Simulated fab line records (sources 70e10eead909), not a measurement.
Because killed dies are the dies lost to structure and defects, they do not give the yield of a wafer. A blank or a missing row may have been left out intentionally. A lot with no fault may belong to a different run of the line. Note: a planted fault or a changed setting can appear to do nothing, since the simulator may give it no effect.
What tool caused it? + flow nand harc + 6 lots with 18 wafers sampled at 5 steps, on a route of 1302 steps

WHAT THE GAUGES SHOWED, per wafer
NHARC_END_SORT_01.
| lot  | measured     | on        | killed at array |
|------|--------------|-----------|-----------------|
| L858 | day 32 09:47 | prober-01 | 671 673 673     |

WHAT TOOL EACH LOT RAN ON (gives the tool, then ch and the chambers of the sampled wafers, and finally the start)
| lot  | NHARC_A_STAIRCASE_ETCH_197                    | NHARC_A_STAIRCASE_ETCH_225                    | NHARC_A_STAIRCASE_ETCH_227                    | NHARC_A_STAIRCASE_ETCH_232         |
|------|-----------------------------------------------|-----------------------------------------------|-----------------------------------------------|------------------------------------|
| L841 | rie diel-04 ch 0,3, day 17 13:31 or earlier   | rie diel-04 ch 2,3, day 17 13:31 or earlier   | rie diel-04 ch 1,2,3, day 17 13:31 or earlier | rie diel-13 ch 0,1,3, day 17 13:31 |
| L845 | rie diel-08 ch 0,1,2, day 19 08:34 or earlier | rie diel-08 ch 0,1,3, day 19 08:34 or earlier | rie diel-08 ch 2,3, day 19 08:34 or earlier   | rie diel-08 ch 1,2,3, day 19 08:34 |
| L847 | rie diel-13 ch 0,2,3, day 20 15:18 or earlier | rie diel-13 ch 0,2,3, day 20 15:18 or earlier | rie diel-13 ch 0,1,2, day 20 15:18 or earlier | rie diel-13 ch 0,1,3, day 20 15:18 |
| L848 | rie diel-08 ch 0,1,3, day 20 23:00 or earlier | rie diel-13 ch 0,1,3, day 20 23:00 or earlier | rie diel-13 ch 0,1, day 20 23:00 or earlier   | rie diel-04 ch 0,1, day 20 23:00   |
| L855 | rie diel-08 ch 1,2,3, day 22 21:01 or earlier | rie diel-04 ch 0,1,3, day 22 21:01 or earlier | rie diel-04 ch 0,1,3, day 22 21:01 or earlier | rie diel-04 ch 0,2,3, day 22 21:01 |
| L858 | rie diel-08 ch 0,1,2, day 24 15:07 or earlier | rie diel-08 ch 0,1,3, day 24 15:07 or earlier | rie diel-08 ch 0,1,2, day 24 15:07 or earlier | rie diel-08 ch 2,3, day 24 15:07   |
- NHARC_A_STAIRCASE_ETCH_197: etches the open film in C4F8/O2, target depth 100 nm, time 40.5 s.
- NHARC_A_STAIRCASE_ETCH_225: etches the open film in C4F8/O2, target depth 100 nm, time 40.5 s.
- NHARC_A_STAIRCASE_ETCH_227: etches the open film in C4F8/O2, target depth 100 nm, time 40.5 s.
- NHARC_A_STAIRCASE_ETCH_232: etches the open film in C4F8/O2, target depth 100 nm, time 40.5 s.

THE ANSWER, worked out from the rows above alone
Rule: the lots themselves supply what counts as usual. Put in order of their means at a reading, lots are off if they are a third of the lots or fewer, leave a main group of 4 or more, and stand apart from it by a gap of 3 or more times the standard deviation of the main group's means; of several such gaps the widest counts. A main group is skipped when, at the precision printed for the reading in the tables above, its means are all equal. Also off: a lot with no number at a reading for which 4 or more lots have one. The other lots that the step has rows for count as sound.
Nothing can be told from this: no lot is off at any reading shown.

WHAT THE SIMULATOR HAD PUT IN
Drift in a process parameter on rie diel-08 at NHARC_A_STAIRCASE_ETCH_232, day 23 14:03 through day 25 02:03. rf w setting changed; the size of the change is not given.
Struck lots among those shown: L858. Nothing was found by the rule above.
